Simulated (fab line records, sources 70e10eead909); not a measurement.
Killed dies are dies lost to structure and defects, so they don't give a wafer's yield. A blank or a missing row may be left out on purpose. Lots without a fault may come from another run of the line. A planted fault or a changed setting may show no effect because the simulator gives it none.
Which tool did it? | flow nand_harc | 11 lots, 33 wafers sampled, at 4 steps of a route of 1302

WHAT THE GAUGES READ, wafer by wafer
The record holds no reading of a measuring or inspecting step that can be judged against a usual standard deviation.

WHICH TOOL RAN EACH LOT (tool, then ch and the chambers of the sampled wafers, then the start)
lot  | NHARC_A_STAIRCASE_TRIM_220         | NHARC_A_STAIRCASE_TRIM_224                    | NHARC_A_STAIRCASE_TRIM_226                    | NHARC_A_STAIRCASE_ETCH_230
L133 | rie_diel-13 ch 0,1,2, day 15 22:46 | rie_diel-13 ch 1,3, day 16 00:03 or earlier   | rie_diel-13 ch 0,1, day 16 00:03 or earlier   | rie_diel-13 ch 0,1, day 16 00:03
L134 | rie_diel-02 ch 1,2,3, day 16 16:52 | rie_diel-02 ch 2,3, day 16 18:13 or earlier   | rie_diel-02 ch 0,1,3, day 16 18:13 or earlier | rie_diel-13 ch 0,1, day 16 18:13
L135 | rie_diel-04 ch 0,1, day 17 12:56   | rie_diel-04 ch 0,1, day 17 14:20 or earlier   | rie_diel-04 ch 1,2, day 17 14:20 or earlier   | rie_diel-13 ch 1,2,3, day 17 14:20
L136 | rie_diel-13 ch 0,1,2, day 17 22:14 | rie_diel-13 ch 0,2,3, day 17 23:29 or earlier | rie_diel-13 ch 0,2,3, day 17 23:29 or earlier | rie_diel-13 ch 0,3, day 17 23:29
L137 | rie_diel-02 ch 0,1,3, day 18 11:52 | rie_diel-02 ch 0,3, day 18 13:17 or earlier   | rie_diel-02 ch 0,3, day 18 13:17 or earlier   | rie_diel-02 ch 0,1,3, day 18 13:17
L140 | rie_diel-04 ch 0,1,3, day 19 09:25 | rie_diel-04 ch 0,3, day 19 11:56 or earlier   | rie_diel-04 ch 0,1, day 19 11:56 or earlier   | rie_diel-13 ch 1,2, day 19 11:56
L146 | rie_diel-13 ch 0,2,3, day 22 02:16 | rie_diel-13 ch 0,1,2, day 22 03:32 or earlier | rie_diel-13 ch 0,1,3, day 22 03:32 or earlier | rie_diel-13 ch 0,1,2, day 22 03:32
L149 | rie_diel-04 ch 0,1,3, day 22 23:07 | rie_diel-04 ch 1,3, day 23 00:29 or earlier   | rie_diel-04 ch 1,2,3, day 23 00:29 or earlier | rie_diel-13 ch 0,1,3, day 23 00:29
L148 | rie_diel-13 ch 2,3, day 23 05:38   | rie_diel-13 ch 0,1,3, day 23 06:52 or earlier | rie_diel-13 ch 0,1, day 23 06:52 or earlier   | rie_diel-13 ch 0,1,2, day 23 06:52
L151 | rie_diel-04 ch 1,2, day 23 17:13   | rie_diel-04 ch 1,2,3, day 23 18:35 or earlier | rie_diel-04 ch 0,3, day 23 18:35 or earlier   | rie_diel-13 ch 0,2, day 23 18:35
L154 | rie_diel-04 ch 1,2, day 25 05:59   | rie_diel-04 ch 1,2,3, day 25 07:11 or earlier | rie_diel-04 ch 1,3, day 25 07:11 or earlier   | rie_diel-02 ch 1,3, day 25 07:11
- NHARC_A_STAIRCASE_TRIM_220: chemistry O2, time 211.2 s.
- NHARC_A_STAIRCASE_TRIM_224: chemistry O2, time 211.2 s.
- NHARC_A_STAIRCASE_TRIM_226: chemistry O2, time 211.2 s.
- NHARC_A_STAIRCASE_ETCH_230: etches the open film in C4F8/O2, target depth 100 nm, time 40.5 s.

WHAT THE TOOLS THEMSELVES READ (means of the sampled wafers that have a number; where no wafer has one, the mark that the record gives instead)
NHARC_A_STAIRCASE_TRIM_220. Usual: drypump_motor_current_A 5.8 A, standard deviation 0.56; oes_product_au 1.006 a.u., standard deviation 0.014; rf_vpp_V 58.0 V, standard deviation 0.89; showerhead_plenum_p_Torr 3.57 Torr, standard deviation 0.12; throttle_valve_pct 17.035 %, standard deviation 0.0099.
lot  | tool        | drypump_motor_current_A (A) | oes_product_au (a.u.) | rf_vpp_V (V) | showerhead_plenum_p_Torr (Torr) | throttle_valve_pct (%) | flag
L133 | rie_diel-13 | 5.6                         | 1.001                 | 58.0         | 3.56                            | 17.031                 |
L134 | rie_diel-02 | 6.4                         | 1.006                 | 58.3         | 3.52                            | 17.039                 |
L135 | rie_diel-04 | 5.9                         | 1.006                 | 58.0         | 3.63                            | 17.037                 |
L136 | rie_diel-13 | 5.6                         | 1.007                 | 57.0         | 3.55                            | 17.043                 |
L137 | rie_diel-02 | 6.7                         | 0.999                 | 57.7         | 3.54                            | 17.037                 |
L140 | rie_diel-04 | 5.8                         | 1.007                 | 57.9         | 3.63                            | 17.033                 |
L146 | rie_diel-13 | 5.4                         | 1.010                 | 58.0         | 3.45                            | 17.039                 |
L149 | rie_diel-04 | 5.8                         | 1.011                 | 57.8         | 3.62                            | 17.033                 |
L148 | rie_diel-13 | 5.3                         | 0.998                 | 58.5         | 3.40                            | 17.029                 |
L151 | rie_diel-04 | 5.6                         | 1.016                 | 57.3         | 3.58                            | 17.037                 |
L154 | rie_diel-04 | 5.3                         | 1.018                 | 57.4         | 3.55                            | 17.040                 |

NHARC_A_STAIRCASE_TRIM_224. Usual: drypump_motor_current_A 5.8 A, standard deviation 0.54; oes_product_au 1.006 a.u., standard deviation 0.014; rf_vpp_V 57.9 V, standard deviation 0.83; showerhead_plenum_p_Torr 3.57 Torr, standard deviation 0.12; throttle_valve_pct 17.036 %, standard deviation 0.0097.
lot  | tool        | drypump_motor_current_A (A) | oes_product_au (a.u.) | rf_vpp_V (V) | showerhead_plenum_p_Torr (Torr) | throttle_valve_pct (%) | flag
L133 | rie_diel-13 | 6.2                         | 0.992                 | 58.5         | 3.61                            | 17.036                 |
L134 | rie_diel-02 | 6.5                         | 1.017                 | 58.5         | 3.59                            | 17.046                 |
L135 | rie_diel-04 | 5.9                         | 1.001                 | 58.0         | 3.64                            | 17.039                 |
L136 | rie_diel-13 | 5.4                         | 0.996                 | 57.0         | 3.47                            | 17.034                 |
L137 | rie_diel-02 | 6.7                         | 1.008                 | 58.8         | 3.60                            | 17.034                 |
L140 | rie_diel-04 | 5.8                         | 1.016                 | 59.2         | 3.63                            | 17.040                 |
L146 | rie_diel-13 | 5.6                         | 1.006                 | 57.3         | 3.53                            | 17.038                 |
L149 | rie_diel-04 | 5.8                         | 1.010                 | 57.6         | 3.63                            | 17.033                 |
L148 | rie_diel-13 | 5.9                         | 1.003                 | 57.5         | 3.58                            | 17.030                 |
L151 | rie_diel-04 | 5.5                         | 1.006                 | 58.5         | 3.59                            | 17.035                 |
L154 | rie_diel-04 | 5.5                         | 1.017                 | 57.7         | 3.59                            | 17.040                 |

NHARC_A_STAIRCASE_TRIM_226. Usual: drypump_motor_current_A 5.8 A, standard deviation 0.55; oes_product_au 1.005 a.u., standard deviation 0.014; rf_vpp_V 58.0 V, standard deviation 0.83; showerhead_plenum_p_Torr 3.57 Torr, standard deviation 0.12; throttle_valve_pct 17.036 %, standard deviation 0.0098.
lot  | tool        | drypump_motor_current_A (A) | oes_product_au (a.u.) | rf_vpp_V (V) | showerhead_plenum_p_Torr (Torr) | throttle_valve_pct (%) | flag
L133 | rie_diel-13 | 5.7                         | 1.000                 | 58.6         | 3.61                            | 17.037                 |
L134 | rie_diel-02 | 6.6                         | 1.004                 | 58.0         | 3.54                            | 17.036                 |
L135 | rie_diel-04 | 5.3                         | 1.013                 | 57.8         | 3.58                            | 17.036                 |
L136 | rie_diel-13 | 5.4                         | 0.998                 | 57.5         | 3.47                            | 17.036                 |
L137 | rie_diel-02 | 6.7                         | 1.006                 | 58.0         | 3.60                            | 17.037                 |
L140 | rie_diel-04 | 5.9                         | 1.012                 | 58.2         | 3.62                            | 17.043                 |
L146 | rie_diel-13 | 6.0                         | 1.002                 | 57.6         | 3.58                            | 17.044                 |
L149 | rie_diel-04 | 5.5                         | 1.011                 | 57.8         | 3.60                            | 17.032                 |
L148 | rie_diel-13 | 5.7                         | 1.000                 | 58.1         | 3.58                            | 17.044                 |
L151 | rie_diel-04 | 5.8                         | 1.028                 | 58.4         | 3.61                            | 17.032                 |
L154 | rie_diel-04 | 5.7                         | 0.996                 | 57.9         | 3.62                            | 17.027                 |

NHARC_A_STAIRCASE_ETCH_230. Usual: oes_product_au 0.952 a.u., standard deviation 0.016; rf_fwd_power_W 591.6 W, standard deviation 3; rf_vpp_V 897 V, standard deviation 5.
lot  | tool        | oes_product_au (a.u.) | rf_fwd_power_W (W) | rf_vpp_V (V) | flag
L133 | rie_diel-13 | 0.945                 | 591.5              | 899          |
L134 | rie_diel-13 | 0.927                 | 590.8              | 901          |
L135 | rie_diel-13 | 0.947                 | 590.7              | 896          |
L136 | rie_diel-13 | 1.014                 | 689.8              | 895          | OFF
L137 | rie_diel-02 | 0.940                 | 593.1              | 896          |
L140 | rie_diel-13 | 1.063                 | 686.2              | 900          | OFF
L146 | rie_diel-13 | 0.958                 | 592.0              | 896          |
L149 | rie_diel-13 | 0.959                 | 591.1              | 898          |
L148 | rie_diel-13 | 0.947                 | 591.3              | 896          |
L151 | rie_diel-13 | 0.962                 | 589.3              | 891          |
L154 | rie_diel-02 | 0.964                 | 595.1              | 892          |

THE ANSWER, worked out from the rows above alone
Rule: a lot is off if the mean of its wafers that have a number lies more than 3 standard deviations from the usual mean. A lot without any number at a reading at which 4 lots or more have one is off too. The other lots that the step has rows for count as sound. The gauges are gone through in route order, then the tools' own readings, and for those a lot's mean is taken as printed above. The first step at which some lot is off is used, and at that step the reading that is off furthest; a lot without a number counts as furthest.
Off: L136, L140, at NHARC_A_STAIRCASE_ETCH_230 (rf_fwd_power_W).
A tool fits if, at that step or a process step before it, it ran every lot that is off, and no sound lot after the first of them. NHARC_A_STAIRCASE_TRIM_224 gives no start for some lots, so the hours and the order of its lots are those of NHARC_A_STAIRCASE_ETCH_230. NHARC_A_STAIRCASE_TRIM_226 gives no start for some lots, so the hours and the order of its lots are those of NHARC_A_STAIRCASE_ETCH_230. None of those tried fits.

WHAT THE SIMULATOR HAD PUT IN
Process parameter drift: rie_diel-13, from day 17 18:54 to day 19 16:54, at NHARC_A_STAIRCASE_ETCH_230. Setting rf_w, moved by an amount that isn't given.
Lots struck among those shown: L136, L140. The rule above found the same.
